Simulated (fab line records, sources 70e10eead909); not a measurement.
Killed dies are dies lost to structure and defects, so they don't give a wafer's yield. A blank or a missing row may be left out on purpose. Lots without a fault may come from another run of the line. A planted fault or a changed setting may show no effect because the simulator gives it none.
Chamber matching | flow nand_harc | NHARC_A_STAIRCASE_STRIP_476 on rie_diel-04: 4 sister chambers
The step strips in O2, time 20 s. 4 wafers are shown with their chamber, then 10 later ones without.

WAFERS WITH THEIR CHAMBER
wafer  | chamber | showerhead_plenum_p_Torr (Torr)
L091.3 | 3       | 3.31
L095.2 | 1       | 3.61
L094.1 | 2       | 3.80
L094.2 | 0       | 3.53

WAFERS WITHOUT THEIR CHAMBER
wafer  | showerhead_plenum_p_Torr (Torr)
L094.5 | 3.61
L096.1 | 3.30
L096.3 | 3.53
L096.4 | 3.80
L097.1 | 3.30
L097.3 | 3.60
L097.4 | 3.53
L097.2 | 3.80
L097.5 | 3.30
L097.6 | 3.53

WHICH CHAMBER EACH WENT THROUGH
wafer  | from the rows above | in truth
L094.5 | 1                   | 1
L096.1 | 3                   | 3
L096.3 | 0                   | 0
L096.4 | 2                   | 2
L097.1 | 3                   | 3
L097.3 | 1                   | 1
L097.4 | 0                   | 0
L097.2 | 2                   | 2
L097.5 | 3                   | 3
L097.6 | 0                   | 0
Placed correctly: 10 of 10. Can't be placed from these rows: 0. Placed wrongly: 0.
How it was worked out, from the rows above alone: a wafer's distance from a chamber is the root of the sum, over the readings, of the square of ((its reading less the chamber's mean) divided by the reading's scatter). The wafer belongs to the nearest chamber; if the next one is less than 2 further off, it can't be placed. A chamber's mean is the mean of its shown wafers. The scatter: with one shown wafer a chamber, the root of the mean of the squares of how far each hidden wafer lies from its nearest shown one.
